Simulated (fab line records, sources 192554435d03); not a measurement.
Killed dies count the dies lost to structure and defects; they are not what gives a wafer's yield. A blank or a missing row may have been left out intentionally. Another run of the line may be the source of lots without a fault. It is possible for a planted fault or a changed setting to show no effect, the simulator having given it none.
Matching of chambers | flow n5-finfet | 4 sister chambers for N5_FIN_SAQP_MANDREL2_REMOVE_60 on rie-si-04
The step chemistry HBr/Cl2/O2, target a-Si, stops on SiNx, bt time 10 s. 16 wafers are shown with their chamber, then 8 later ones without.

## EACH WAFER AND ITS CHAMBER
wafer  | chamber | drypump-motor-current-A (A) | oes-product-au (a.u.)
L075.2 | 0       | 4.8                         | 0.990
L075.3 | 1       | 5.4                         | 0.992
L075.5 | 1       | 5.4                         | 0.988
L077.3 | 3       | 6.0                         | 0.986
L077.5 | 3       | 6.0                         | 0.994
L077.6 | 0       | 4.8                         | 0.987
L078.1 | 1       | 5.5                         | 0.984
L078.2 | 3       | 6.0                         | 0.989
L078.3 | 0       | 4.8                         | 0.974
L082.4 | 0       | 4.8                         | 0.980
L082.5 | 2       | 5.8                         | 0.996
L082.6 | 3       | 6.0                         | 0.984
L084.1 | 1       | 5.5                         | 0.989
L084.4 | 3       | 6.0                         | 0.982
L084.6 | 1       | 5.5                         | 1.002
L092.4 | 1       | 5.4                         | 1.000

SIGNATURES (averages over the wafers above)
reading                 | chamber 0 | chamber 1 | chamber 2 | chamber 3 | scatter within a chamber
drypump-motor-current-A | 4.800     | 5.450     | 5.800     | 6.000     | 0.0354
oes-product-au          | 0.98275   | 0.99250   | 0.99600   | 0.98700   | 0.00642
Rule: for a wafer and a chamber, the distance is found by dividing, reading by reading, the gap between the wafer's reading and the chamber's mean by the reading's scatter, squaring, summing and taking the root. If the next closest chamber is less than 2 further off than the closest, the wafer can't be placed; otherwise it belongs to the closest. How the scatter is found: for the shown wafers, subtract from each reading the mean of its chamber, square and add these, divide the total by (wafers less chambers), then take the root.

## WAFERS MISSING THEIR CHAMBER
wafer  | drypump-motor-current-A (A) | oes-product-au (a.u.)
L092.5 | 5.5                         | 0.995
L092.6 | 4.8                         | 0.991
L096.3 | 4.8                         | 0.993
L096.5 | 5.4                         | 0.999
L096.6 | 5.8                         | 1.010
L097.1 | 5.4                         | 1.016
L097.5 | 5.8                         | 1.016
L097.6 | 5.4                         | 1.001

## WHICH CHAMBER EACH WENT THROUGH
wafer  | from the rows above | in truth
L092.5 | 1                   | 1
L092.6 | 0                   | 0
L096.3 | 0                   | 0
L096.5 | 1                   | 1
L096.6 | 2                   | 2
L097.1 | 1                   | 1
L097.5 | 2                   | 2
L097.6 | 1                   | 1
Correct placement for 8 of the 8. Number that these rows cannot place: 0. Placed wrongly: 0.
